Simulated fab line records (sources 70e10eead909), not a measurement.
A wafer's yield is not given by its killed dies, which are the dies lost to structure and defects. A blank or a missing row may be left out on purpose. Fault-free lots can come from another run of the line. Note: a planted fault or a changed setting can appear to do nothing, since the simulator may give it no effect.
Which tool was responsible? + flow nand_harc + route of 1302 steps, sampled at 1 step: 7 lots, 21 wafers

WHAT EACH GAUGE READ, for each wafer
NHARC_P_STI_CD_MEAS_16.
| lot  | measured     | on        | cd_nm (nm)        |
|------|--------------|-----------|-------------------|
| L708 | day 4 01:26  | cd_sem-03 | 198.1 200.4 202.1 |
| L710 | day 4 22:01  | cd_sem-02 | 201.5 201.6 200.8 |
| L713 | day 6 08:33  | cd_sem-02 | 199.3 198.3 198.1 |
| L716 | day 7 09:21  | cd_sem-01 | 195.4 196.8 196.8 |
| L718 | day 8 05:36  | cd_sem-02 | 198.7 201.2 197.3 |
| L722 | day 9 21:06  | cd_sem-03 | 198.9 201.2 199.5 |
| L728 | day 12 10:00 | cd_sem-02 | 196.9 200.1 200.5 |

WHAT TOOL EACH LOT RAN ON (gives the tool, then ch and the chambers of the sampled wafers, and finally the start)
Before these readings, the record contains no process step.

THE ANSWER, worked out from the rows above alone
Rule: usual is defined by the lots themselves. Put in order of their means at a reading, lots are off if they are a third of the lots or fewer, leave a main group of 4 or more, and stand apart from it by a gap of 3 or more times the standard deviation of the main group's means; of several such gaps the widest counts. A main group is skipped when, at the precision printed for the reading in the tables above, its means are all equal. Also off: a lot with no number at a reading for which 4 or more lots have one. Any other lot the step has rows for is counted as sound.
No lot is off at any reading shown: from this, nothing can be told.

WHAT THE SIMULATOR HAD INSERTED
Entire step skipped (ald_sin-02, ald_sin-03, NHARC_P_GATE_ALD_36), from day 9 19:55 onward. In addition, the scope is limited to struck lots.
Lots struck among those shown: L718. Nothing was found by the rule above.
